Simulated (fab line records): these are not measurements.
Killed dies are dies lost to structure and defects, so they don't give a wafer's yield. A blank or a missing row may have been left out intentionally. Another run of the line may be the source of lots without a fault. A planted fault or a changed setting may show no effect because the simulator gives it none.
Which tool did it?	flow n5_finfet	24 lots, 72 wafers sampled, at 6 steps of a route of 1938

## WHAT EACH GAUGE READ, for each wafer
The record lacks any reading of a measuring or inspecting step that a usual standard deviation could be used to judge.

## WHICH TOOL RAN EACH LOT (tool, then ch and the chambers of the sampled wafers, then the start)
lot	N5_BEOL_M0_SAQP_DESCUM_45	N5_BEOL_M0_SAQP_ETCH_88	N5_BEOL_M0_HM_OPEN_105	N5_BEOL_M0_DEGAS_112	N5_BEOL_M0_SPUTTER_116	N5_BEOL_M0_SPUTTER_134
L074	rie_diel-06 ch 2,3, day 5 15:55	rie_diel-06 ch 2,3, day 5 15:56	rie_metal-03 ch 0,1, day 5 18:01	pvd_sputter-02, day 5 20:20	pvd_sputter-02, day 5 20:59	pvd_sputter-02, day 5 21:14
L075	rie_diel-05 ch 0,2, day 6 06:31	rie_diel-05 ch 0,2, day 6 06:32	rie_metal-01 ch 0,1, day 6 08:16	pvd_sputter-01, day 6 09:10	pvd_sputter-02, day 6 09:47	pvd_sputter-02, day 6 10:02
L076	rie_diel-02 ch 0,1,3, day 6 07:44	rie_diel-02 ch 0,1,3, day 6 07:46	rie_metal-01 ch 0,1, day 6 11:06	pvd_sputter-03, day 6 13:27	pvd_sputter-03, day 6 14:13	pvd_sputter-03, day 6 14:27
L077	rie_diel-05 ch 1,2,3, day 6 12:31	rie_diel-05 ch 1,2,3, day 6 12:33	rie_metal-03 ch 0,1, day 6 16:41	pvd_sputter-01, day 6 17:33	pvd_sputter-03, day 6 19:45	pvd_sputter-03, day 6 19:59
L078	rie_diel-05 ch 0,3, day 6 15:27	rie_diel-05 ch 0,3, day 6 15:29	rie_metal-01 ch 0,1, day 6 19:31	pvd_sputter-03, day 6 21:34	pvd_sputter-01, day 6 23:32	pvd_sputter-01, day 6 23:46
L079	rie_diel-05 ch 1,2,3, day 6 20:20	rie_diel-05 ch 1,2,3, day 6 20:23	rie_metal-01 ch 0,1, day 6 23:19	pvd_sputter-02, day 7 02:41	pvd_sputter-02, day 7 03:23	pvd_sputter-02, day 7 03:37
L080	rie_diel-02 ch 0,1,3, day 7 05:44	rie_diel-02 ch 0,1,3, day 7 05:46	rie_metal-01 ch 0,1, day 7 07:56	pvd_sputter-03, day 7 09:01	pvd_sputter-02, day 7 09:49	pvd_sputter-02, day 7 10:04
L081	rie_diel-06 ch 1,2, day 7 09:43	rie_diel-06 ch 1,2, day 7 09:45	rie_metal-01 ch 0,1, day 7 11:38	pvd_sputter-03, day 7 15:12	pvd_sputter-03, day 7 16:17	pvd_sputter-03, day 7 16:31
L082	rie_diel-05 ch 0,3, day 7 17:10	rie_diel-05 ch 0,3, day 7 17:12	rie_metal-01 ch 0,1, day 7 19:32	pvd_sputter-02, day 7 21:10	pvd_sputter-01, day 7 21:40	pvd_sputter-01, day 7 21:55
L083	rie_diel-06 ch 0,2, day 7 22:29	rie_diel-06 ch 0,2, day 7 22:31	rie_metal-03 ch 0,1, day 8 00:45	pvd_sputter-02, day 8 02:00	pvd_sputter-03, day 8 03:11	pvd_sputter-03, day 8 03:25
L084	rie_diel-02 ch 0,1,2, day 8 05:50	rie_diel-02 ch 0,1,2, day 8 05:52	rie_metal-02 ch 0, day 8 08:04	pvd_sputter-02, day 8 09:26	pvd_sputter-01, day 8 10:23	pvd_sputter-01, day 8 10:38
L085	rie_diel-05 ch 0,1,2, day 8 14:18	rie_diel-05 ch 0,1,2, day 8 14:20	rie_metal-02 ch 0, day 8 19:25	pvd_sputter-01, day 8 23:43	pvd_sputter-01, day 9 00:13	pvd_sputter-01, day 9 00:27
L086	rie_diel-05 ch 0,1,2, day 8 18:49	rie_diel-05 ch 0,1,2, day 8 18:51	rie_metal-03 ch 1, day 8 23:19	pvd_sputter-03, day 9 02:46	pvd_sputter-03, day 9 03:26	pvd_sputter-03, day 9 03:41
L087	rie_diel-06 ch 1,3, day 8 21:53	rie_diel-06 ch 1,3, day 8 21:55	rie_metal-02 ch 0, day 9 00:49	pvd_sputter-01, day 9 03:59	pvd_sputter-02, day 9 04:47	pvd_sputter-02, day 9 05:02
L088	rie_diel-02 ch 0,1,3, day 9 05:09	rie_diel-02 ch 0,1,3, day 9 05:11	rie_metal-01 ch 0,1, day 9 07:32	pvd_sputter-03, day 9 11:24	pvd_sputter-03, day 9 11:56	pvd_sputter-03, day 9 12:11
L089	rie_diel-02 ch 1,2, day 9 13:49	rie_diel-02 ch 1,2, day 9 13:50	rie_metal-03 ch 0,1, day 9 16:08	pvd_sputter-03, day 9 18:23	pvd_sputter-03, day 9 18:58	pvd_sputter-03, day 9 19:13
L090	rie_diel-02 ch 1,2, day 9 18:23	rie_diel-02 ch 1,2, day 9 18:25	rie_metal-02 ch 0,1, day 9 22:37	pvd_sputter-03, day 10 02:38	pvd_sputter-03, day 10 03:26	pvd_sputter-03, day 10 03:40
L091	rie_diel-02 ch 2,3, day 9 20:55	rie_diel-02 ch 2,3, day 9 20:58	rie_metal-03 ch 0,1, day 9 23:24	pvd_sputter-03, day 10 02:43	pvd_sputter-02, day 10 03:31	pvd_sputter-02, day 10 03:45
L092	rie_diel-02 ch 1,3, day 10 01:55	rie_diel-02 ch 1,3, day 10 01:57	rie_metal-02 ch 0,1, day 10 04:36	pvd_sputter-03, day 10 07:24	pvd_sputter-02, day 10 08:09	pvd_sputter-02, day 10 08:23
L093	rie_diel-05 ch 1,2,3, day 10 09:38	rie_diel-05 ch 1,2,3, day 10 09:40	rie_metal-02 ch 0,1, day 10 12:02	pvd_sputter-03, day 10 14:40	pvd_sputter-01, day 10 15:22	pvd_sputter-01, day 10 15:36
L094	rie_diel-06 ch 0,3, day 10 23:28	rie_diel-06 ch 0,3, day 10 23:31	rie_metal-01 ch 0,1, day 11 02:47	pvd_sputter-02, day 11 04:49	pvd_sputter-01, day 11 06:46	pvd_sputter-01, day 11 07:00
L095	rie_diel-06 ch 0,2, day 11 00:12	rie_diel-06 ch 0,2, day 11 00:14	rie_metal-03 ch 0,1, day 11 03:02	pvd_sputter-02, day 11 04:56	pvd_sputter-03, day 11 06:52	pvd_sputter-03, day 11 07:06
L097	rie_diel-02 ch 1,2,3, day 11 12:17	rie_diel-02 ch 1,2,3, day 11 12:19	rie_metal-03 ch 0,1, day 11 14:04	pvd_sputter-02, day 11 15:16	pvd_sputter-03, day 11 16:21	pvd_sputter-03, day 11 16:35
L096	rie_diel-06 ch 2,3, day 11 12:49	rie_diel-06 ch 2,3, day 11 12:50	rie_metal-02 ch 0,1, day 11 15:05	pvd_sputter-01, day 11 16:34	pvd_sputter-03, day 11 17:08	pvd_sputter-03, day 11 17:23
- N5_BEOL_M0_SAQP_DESCUM_45: chemistry O2, time 7 s.
- N5_BEOL_M0_SAQP_ETCH_88: etches underlayer in N2/H2, target depth 6.5 nm, time 5.2 s.
- N5_BEOL_M0_HM_OPEN_105: chemistry Cl2/BCl3, target TiN, target depth 12 nm.
- N5_BEOL_M0_DEGAS_112: time 60 s.
- N5_BEOL_M0_SPUTTER_116: material Cu, target thk 4 nm, time 7.37 s.
- N5_BEOL_M0_SPUTTER_134: material Cu, target thk 4 nm, time 7.37 s.

## AS READ BY THE TOOLS THEMSELVES (means over the sampled wafers that have a number; for cases with no such wafer, the mark the record gives instead)
N5_BEOL_M0_SAQP_DESCUM_45. Usual: for bias_power_w, 20.00 W with a standard deviation of 0.061; for drypump_motor_current_A, 5.6 A with a standard deviation of 0.4; for oes_product_au, 0.80 a.u. with a standard deviation of 0.07; for rf_vpp_V, 243.3 V with a standard deviation of 1.7; for showerhead_plenum_p_Torr, 2.10 Torr with a standard deviation of 0.086; for temp_c, 39.98 C with a standard deviation of 0.1; for throttle_valve_pct, 20.32 % with a standard deviation of 0.18.
lot	tool	bias_power_w (W)	drypump_motor_current_A (A)	oes_product_au (a.u.)	rf_vpp_V (V)	showerhead_plenum_p_Torr (Torr)	temp_c (C)	throttle_valve_pct (%)	flag
L074	rie_diel-06	19.99	5.7	0.83	241.6	2.03	40.04	20.16	
L075	rie_diel-05	20.02	5.7	0.86	244.2	2.15	40.01	20.28	
L076	rie_diel-02	19.97	5.5	0.76	243.3	2.09	39.96	20.25	
L077	rie_diel-05	20.07	5.4	0.88	244.3	2.17	39.99	20.41	
L078	rie_diel-05	19.95	5.8	0.86	242.8	2.13	40.00	20.30	
L079	rie_diel-05	19.99	5.3	0.87	244.9	2.17	39.94	20.40	
L080	rie_diel-02	20.00	5.5	0.76	243.4	2.09	40.06	20.27	
L081	rie_diel-06	20.02	4.9	0.73	242.8	2.12	39.91	20.47	
L082	rie_diel-05	19.99	5.5	0.85	244.0	2.13	40.00	20.35	
L083	rie_diel-06	20.07	5.5	0.88	244.5	2.19	40.03	20.31	
L084	rie_diel-02	20.06	5.6	0.75	242.8	2.05	39.99	20.32	
L085	rie_diel-05	20.00	5.6	0.85	244.3	2.16	39.94	20.39	
L086	rie_diel-05	19.94	5.7	0.85	244.5	2.16	39.99	20.39	
L087	rie_diel-06	20.01	5.5	0.75	240.8	1.97	39.90	20.23	
L088	rie_diel-02	20.06	5.5	0.75	243.4	2.09	40.04	20.28	
L089	rie_diel-02	20.08	6.0	0.75	241.8	2.01	40.04	20.16	
L090	rie_diel-02	19.97	6.0	0.75	242.5	2.01	39.97	20.16	
L091	rie_diel-02	19.99	5.6	0.73	244.3	2.13	39.96	20.38	
L092	rie_diel-02	20.01	5.7	0.75	243.3	2.11	39.88	20.23	
L093	rie_diel-05	20.00	5.4	0.84	244.9	2.16	40.04	20.45	
L094	rie_diel-06	19.94	5.8	0.82	241.5	1.98	40.13	20.09	
L095	rie_diel-06	20.02	5.5	0.85	245.3	2.18	40.04	20.34	
L097	rie_diel-02	19.97	5.8	0.74	243.3	2.06	40.05	20.30	
L096	rie_diel-06	20.04	5.6	0.80	243.5	2.12	39.93	20.36	

N5_BEOL_M0_SAQP_ETCH_88. Usual: drypump_motor_current_A 5.6 A, standard deviation 0.4; etch_rf_on_time_s 5.22 s, standard deviation 0.16; oes_product_au 0.68 a.u., standard deviation 0.06; rf_vpp_V 524.3 V, standard deviation 2.8; showerhead_plenum_p_Torr 2.56 Torr, standard deviation 0.11; throttle_valve_pct 17.77 %, standard deviation 0.2.
lot	tool	drypump_motor_current_A (A)	etch_rf_on_time_s (s)	oes_product_au (a.u.)	rf_vpp_V (V)	showerhead_plenum_p_Torr (Torr)	throttle_valve_pct (%)	flag
L074	rie_diel-06	5.7	5.05	0.71	522.1	2.45	17.49	
L075	rie_diel-05	5.7	5.14	0.74	526.7	2.63	17.73	
L076	rie_diel-02	5.5	5.22	0.66	525.4	2.54	17.72	
L077	rie_diel-05	5.4	5.27	0.75	525.8	2.65	17.90	
L078	rie_diel-05	5.8	5.31	0.73	525.1	2.60	17.78	
L079	rie_diel-05	5.4	5.23	0.75	526.2	2.65	17.89	
L080	rie_diel-02	5.5	5.15	0.66	524.2	2.54	17.72	
L081	rie_diel-06	4.9	5.17	0.63	525.3	2.56	17.78	
L082	rie_diel-05	5.5	5.43	0.72	524.4	2.60	17.86	
L083	rie_diel-06	5.5	4.99	0.74	527.1	2.65	17.65	
L084	rie_diel-02	5.6	5.26	0.64	523.4	2.48	17.69	
L085	rie_diel-05	5.6	5.17	0.73	525.6	2.63	17.86	
L086	rie_diel-05	5.6	5.20	0.73	525.7	2.63	17.86	
L087	rie_diel-06	5.5	5.23	0.63	520.4	2.38	17.57	
L088	rie_diel-02	5.5	5.19	0.64	523.9	2.53	17.76	
L089	rie_diel-02	6.0	5.19	0.64	521.8	2.45	17.64	
L090	rie_diel-02	6.0	5.22	0.64	520.9	2.45	17.65	
L091	rie_diel-02	5.6	5.27	0.62	525.1	2.61	18.04	
L092	rie_diel-02	5.6	5.22	0.64	523.9	2.58	17.89	
L093	rie_diel-05	5.4	5.31	0.72	524.7	2.63	17.94	
L094	rie_diel-06	5.8	5.20	0.69	520.6	2.41	17.51	
L095	rie_diel-06	5.5	5.04	0.72	525.9	2.64	17.69	
L097	rie_diel-02	5.8	5.26	0.62	523.8	2.52	17.86	
L096	rie_diel-06	5.6	4.98	0.68	523.3	2.55	17.66	

N5_BEOL_M0_HM_OPEN_105. Usual: drypump_motor_current_A 5.7 A, standard deviation 0.53; oes_product_au 0.76 a.u., standard deviation 0.086; throttle_valve_pct 22.09 %, standard deviation 0.1.
lot	tool	drypump_motor_current_A (A)	oes_product_au (a.u.)	throttle_valve_pct (%)	flag
L074	rie_metal-03	6.1	0.81	22.06	
L075	rie_metal-01	5.4	0.78	22.07	
L076	rie_metal-01	5.5	0.73	22.05	
L077	rie_metal-03	6.1	0.80	22.08	
L078	rie_metal-01	5.4	0.78	22.06	
L079	rie_metal-01	5.4	0.77	22.08	
L080	rie_metal-01	5.5	0.72	22.06	
L081	rie_metal-01	5.4	0.77	22.08	
L082	rie_metal-01	5.4	0.76	22.09	
L083	rie_metal-03	6.1	0.79	22.08	
L084	rie_metal-02	5.5	0.64	22.03	
L085	rie_metal-02	5.5	0.64	22.02	
L086	rie_metal-03	6.6	0.77	22.15	
L087	rie_metal-02	5.5	0.64	22.03	
L088	rie_metal-01	5.5	0.70	22.08	
L089	rie_metal-03	5.7	0.78	22.03	
L090	rie_metal-02	6.1	0.81	22.22	
L091	rie_metal-03	5.7	0.78	22.04	
L092	rie_metal-02	5.8	0.72	22.12	
L093	rie_metal-02	6.1	0.80	22.22	
L094	rie_metal-01	5.4	0.75	22.12	
L095	rie_metal-03	6.1	0.77	22.10	
L097	rie_metal-03	6.1	0.76	22.11	
L096	rie_metal-02	6.1	0.79	22.22	

N5_BEOL_M0_DEGAS_112. Usual: heater_power_w at 324 W, with a standard deviation of 45.
lot	tool	heater_power_w (W)	flag
L074	pvd_sputter-02	283	
L075	pvd_sputter-01	320	
L076	pvd_sputter-03	361	
L077	pvd_sputter-01	333	
L078	pvd_sputter-03	308	
L079	pvd_sputter-02	309	
L080	pvd_sputter-03	340	
L081	pvd_sputter-03	355	
L082	pvd_sputter-02	282	
L083	pvd_sputter-02	284	
L084	pvd_sputter-02	332	
L085	pvd_sputter-01	353	
L086	pvd_sputter-03	363	
L087	pvd_sputter-01	343	
L088	pvd_sputter-03	385	
L089	pvd_sputter-03	337	
L090	pvd_sputter-03	383	
L091	pvd_sputter-03	319	
L092	pvd_sputter-03	345	
L093	pvd_sputter-03	346	
L094	pvd_sputter-02	289	
L095	pvd_sputter-02	310	
L097	pvd_sputter-02	288	
L096	pvd_sputter-01	324	

N5_BEOL_M0_SPUTTER_116. Usual: chuck_gas_flow_sccm 1.26 sccm, standard deviation 0.053; throttle_valve_pct 29.6 %, standard deviation 1.
lot	tool	chuck_gas_flow_sccm (sccm)	throttle_valve_pct (%)	flag
L074	pvd_sputter-02	1.25	29.1	
L075	pvd_sputter-02	1.29	29.6	
L076	pvd_sputter-03	1.33	29.3	
L077	pvd_sputter-03	1.21	29.0	
L078	pvd_sputter-01	1.20	29.1	
L079	pvd_sputter-02	1.28	29.1	
L080	pvd_sputter-02	1.27	30.0	
L081	pvd_sputter-03	1.25	29.0	
L082	pvd_sputter-01	1.19	29.6	
L083	pvd_sputter-03	1.27	28.9	
L084	pvd_sputter-01	1.23	29.7	
L085	pvd_sputter-01	1.25	29.7	
L086	pvd_sputter-03	1.22	28.3	
L087	pvd_sputter-02	1.24	29.6	
L088	pvd_sputter-03	1.25	29.0	
L089	pvd_sputter-03	1.26	29.3	
L090	pvd_sputter-03	1.28	29.4	
L091	pvd_sputter-02	1.30	30.1	
L092	pvd_sputter-02	1.23	29.6	
L093	pvd_sputter-01	1.27	30.5	
L094	pvd_sputter-01	1.28	30.4	
L095	pvd_sputter-03	1.25	29.6	
L097	pvd_sputter-03	1.28	29.4	
L096	pvd_sputter-03	1.28	29.2	

N5_BEOL_M0_SPUTTER_134. Usual: chuck_gas_flow_sccm 1.27 sccm, standard deviation 0.057; throttle_valve_pct 29.6 %, standard deviation 0.96.
lot	tool	chuck_gas_flow_sccm (sccm)	throttle_valve_pct (%)	flag
L074	pvd_sputter-02	1.25	29.4	
L075	pvd_sputter-02	1.27	29.6	
L076	pvd_sputter-03	1.32	29.2	
L077	pvd_sputter-03	1.33	29.2	
L078	pvd_sputter-01	1.18	29.2	
L079	pvd_sputter-02	1.27	29.1	
L080	pvd_sputter-02	1.27	29.8	
L081	pvd_sputter-03	1.21	29.1	
L082	pvd_sputter-01	1.21	29.8	
L083	pvd_sputter-03	1.30	29.0	
L084	pvd_sputter-01	1.27	29.7	
L085	pvd_sputter-01	1.21	29.9	
L086	pvd_sputter-03	1.31	28.4	
L087	pvd_sputter-02	1.25	29.6	
L088	pvd_sputter-03	1.26	29.1	
L089	pvd_sputter-03	1.31	29.2	
L090	pvd_sputter-03	1.25	29.4	
L091	pvd_sputter-02	1.26	30.0	
L092	pvd_sputter-02	1.27	29.8	
L093	pvd_sputter-01	1.26	30.5	
L094	pvd_sputter-01	1.24	30.3	
L095	pvd_sputter-03	1.27	29.6	
L097	pvd_sputter-03	1.25	29.3	
L096	pvd_sputter-03	1.31	29.0	

## THE ANSWER, worked out from the rows above alone
Rule: a lot counts as off when the mean over its wafers that have a number is more than 3 standard deviations away from the usual mean. A lot without any number at a reading at which 4 lots or more have one is off too. Any other lot the step has rows for is counted as sound. The gauges are gone through in route order, then the tools' own readings, and for those a lot's mean is taken as printed above. The first step at which some lot is off is used, and at that step the reading that is off furthest; a lot without a number counts as furthest.
Across all readings shown, no lot is off: no conclusion can be drawn from this.

## WHAT WAS PUT IN BY THE SIMULATOR
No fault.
